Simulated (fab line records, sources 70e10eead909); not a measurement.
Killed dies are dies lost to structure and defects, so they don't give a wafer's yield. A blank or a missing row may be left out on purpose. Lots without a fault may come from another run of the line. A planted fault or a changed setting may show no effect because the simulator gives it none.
Which tool did it? | flow nand_harc | 13 lots, 37 wafers sampled, at 5 steps of a route of 1302

WHAT THE GAUGES READ, wafer by wafer
NHARC_P_M0_CD_MEAS_16.
lot  | measured     | on        | cd_nm (nm)
L409 | day 5 06:48  | cd_sem-02 | 88.3 88.9 88.6
L413 | day 6 18:25  | cd_sem-02 | 90.5 90.4 88.1
L414 | day 7 00:20  | cd_sem-02 | 90.8 89.4 90.3
L415 | day 7 17:15  | cd_sem-03 | 91.0 88.4 88.1
L417 | day 8 06:46  | cd_sem-01 | 88.5
L418 | day 9 04:06  | cd_sem-02 | 90.6 89.3 90.1
L425 | day 11 20:32 | cd_sem-02 | 89.3 89.4 90.5
L426 | day 12 11:49 | cd_sem-02 | 88.3 89.0 89.1
L427 | day 12 16:56 | cd_sem-02 | 90.8 91.7 90.1
L429 | day 13 07:40 | cd_sem-01 | 90.4 89.7 90.4
L428 | day 13 08:00 | cd_sem-01 | 89.1 90.4 89.8
L430 | day 14 01:24 | cd_sem-02 | 91.0 89.8 89.0
L431 | day 14 06:42 | cd_sem-02 | 89.5 91.9 89.5

NHARC_END_SORT_01.
lot  | measured     | on        | defect_limited_yield (%) | killed_at_array | killed_at_other | killed_at_periphery | killed_dies | killed_open | killed_short
L417 | day 27 04:15 | prober-01 | 86.9                     | 56              | 2               | 31                  | 89          | 2           | 3
L418 | day 27 13:37 | prober-02 | 91.1 91.3 91.9           | 58 53 51        | 1 3 0           | 1 3 4               | 60 59 55    | 3 3 2       | 0 7 4

WHICH TOOL RAN EACH LOT (tool, then ch and the chambers of the sampled wafers, then the start)
lot  | NHARC_P_CONTACT_ETCH_36                       | NHARC_P_M0_ETCH_15                 | NHARC_P_M0_DEGAS_28
L409 | rie_diel-11 ch 0,1,3, day 5 06:41 or earlier  | rie_diel-02 ch 0,1,3, day 5 06:41  | pvd_sputter-01, day 5 07:26
L413 | rie_diel-11 ch 0,1,2, day 6 18:18 or earlier  | rie_diel-02 ch 1,2,3, day 6 18:18  | pvd_sputter-01, day 6 19:04
L414 | rie_diel-11 ch 0,1, day 7 00:13 or earlier    | rie_diel-02 ch 0,2,3, day 7 00:13  | pvd_sputter-03, day 7 00:58
L415 | rie_diel-06 ch 0,3, day 7 17:07 or earlier    | rie_diel-01 ch 0,1,2, day 7 17:07  | pvd_sputter-01, day 7 17:55
L417 | rie_diel-06 ch 2, day 8 06:38 or earlier      | rie_diel-02 ch 1, day 8 06:38      | pvd_sputter-03, day 8 07:25
L418 | rie_diel-06 ch 0,1,3, day 9 03:58 or earlier  | rie_diel-07 ch 0,1, day 9 03:58    | pvd_sputter-02, day 9 04:44
L425 | rie_diel-06 ch 1,3, day 11 20:24 or earlier   | rie_diel-01 ch 2,3, day 11 20:24   | pvd_sputter-01, day 11 21:09
L426 | rie_diel-13 ch 2,3, day 12 11:43 or earlier   | rie_diel-02 ch 0,1,2, day 12 11:43 | pvd_sputter-02, day 12 12:27
L427 | rie_diel-06 ch 0,2,3, day 12 16:49 or earlier | rie_diel-02 ch 0,1, day 12 16:49   | pvd_sputter-02, day 12 17:35
L429 | rie_diel-13 ch 0,2,3, day 13 07:32 or earlier | rie_diel-02 ch 2,3, day 13 07:32   | pvd_sputter-02, day 13 08:16
L428 | rie_diel-11 ch 1,2,3, day 13 07:52 or earlier | rie_diel-02 ch 0,1,2, day 13 07:52 | pvd_sputter-01, day 13 08:37
L430 | rie_diel-13 ch 1,2,3, day 14 01:16 or earlier | rie_diel-01 ch 1,2, day 14 01:16   | pvd_sputter-01, day 14 02:02
L431 | rie_diel-11 ch 1,2,3, day 14 06:34 or earlier | rie_diel-01 ch 0,2,3, day 14 06:34 | pvd_sputter-03, day 14 07:19
- NHARC_P_CONTACT_ETCH_36: etches the open film in N2/H2, target depth 260 nm, time 406.25 s.
- NHARC_P_M0_ETCH_15: etches the open film in C4F8/Ar, target depth 150 nm, overetch 15 nm, time 82.5 s.
- NHARC_P_M0_DEGAS_28: time 60 s.

WHAT THE TOOLS THEMSELVES READ (means of the sampled wafers that have a number; where no wafer has one, the mark that the record gives instead)
NHARC_P_CONTACT_ETCH_36.
lot  | tool        | drypump_motor_current_A (A) | h2_flow_sccm (sccm) | oes_product_au (a.u.) | rf_vpp_V (V) | showerhead_plenum_p_Torr (Torr) | throttle_valve_pct (%)
L409 | rie_diel-11 | 5.3                         | 149.9               | 0.994                 | 431.0        | 2.06                            | 14.171
L413 | rie_diel-11 | 5.3                         | 150.1               | 0.987                 | 431.0        | 2.06                            | 14.171
L414 | rie_diel-11 | 5.7                         | 150.4               | 0.997                 | 433.5        | 2.12                            | 14.169
L415 | rie_diel-06 | 5.3                         | 150.4               | 1.005                 | 427.9        | 1.95                            | 14.179
L417 | rie_diel-06 | 5.9                         | 149.9               | 1.007                 | 433.8        | 2.15                            | 14.177
L418 | rie_diel-06 | 5.5                         | 150.0               | 0.998                 | 429.5        | 1.98                            | 14.178
L425 | rie_diel-06 | 5.6                         | 150.0               | 0.997                 | 428.9        | 2.00                            | 14.173
L426 | rie_diel-13 | 5.8                         | 150.1               | 0.998                 | 431.5        | 2.05                            | 14.166
L427 | rie_diel-06 | 5.6                         | 150.5               | 1.002                 | 430.3        | 2.02                            | 14.167
L429 | rie_diel-13 | 5.7                         | 149.8               | 0.992                 | 429.5        | 2.00                            | 14.174
L428 | rie_diel-11 | 5.1                         | 149.8               | 0.995                 | 428.2        | 1.97                            | 14.168
L430 | rie_diel-13 | 5.9                         | 149.5               | 0.992                 | 429.6        | 1.99                            | 14.170
L431 | rie_diel-11 | 5.1                         | 150.2               | 0.984                 | 428.0        | 1.97                            | 14.167

NHARC_P_M0_ETCH_15.
lot  | tool        | oes_product_au (a.u.) | rf_vpp_V (V)
L409 | rie_diel-02 | 0.973                 | 438.1
L413 | rie_diel-02 | 0.971                 | 439.7
L414 | rie_diel-02 | 0.965                 | 439.2
L415 | rie_diel-01 | 0.924                 | 440.7
L417 | rie_diel-02 | 0.958                 | 439.6
L418 | rie_diel-07 | 0.962                 | 438.2
L425 | rie_diel-01 | 0.953                 | 444.1
L426 | rie_diel-02 | 0.935                 | 437.9
L427 | rie_diel-02 | 0.973                 | 437.9
L429 | rie_diel-02 | 0.967                 | 438.9
L428 | rie_diel-02 | 0.968                 | 437.7
L430 | rie_diel-01 | 0.922                 | 442.2
L431 | rie_diel-01 | 0.927                 | 442.6

NHARC_P_M0_DEGAS_28.
lot  | tool           | heater_power_w (W)
L409 | pvd_sputter-01 | 288
L413 | pvd_sputter-01 | 320
L414 | pvd_sputter-03 | 310
L415 | pvd_sputter-01 | 344
L417 | pvd_sputter-03 | 300
L418 | pvd_sputter-02 | 333
L425 | pvd_sputter-01 | 295
L426 | pvd_sputter-02 | 320
L427 | pvd_sputter-02 | 346
L429 | pvd_sputter-02 | 295
L428 | pvd_sputter-01 | 309
L430 | pvd_sputter-01 | 303
L431 | pvd_sputter-03 | 303

THE ANSWER, worked out from the rows above alone
Rule: what is usual is taken from the lots themselves. Put in order of their means at a reading, lots are off if they are a third of the lots or fewer, leave a main group of 4 or more, and stand apart from it by a gap of 3 or more times the standard deviation of the main group's means; of several such gaps the widest counts. A main group whose means are all the same, to the digits that the tables above print for the reading, isn't used. A lot without any number at a reading at which 4 lots or more have one is off too. The other lots that the step has rows for count as sound. The gauges are gone through in route order, then the tools' own readings, and for those a lot's mean is taken as printed above. The first step at which some lot is off is used, and at that step the reading that is off furthest; a lot without a number counts as furthest.
No lot is off at any reading shown: from this, nothing can be told.

WHAT THE SIMULATOR HAD PUT IN
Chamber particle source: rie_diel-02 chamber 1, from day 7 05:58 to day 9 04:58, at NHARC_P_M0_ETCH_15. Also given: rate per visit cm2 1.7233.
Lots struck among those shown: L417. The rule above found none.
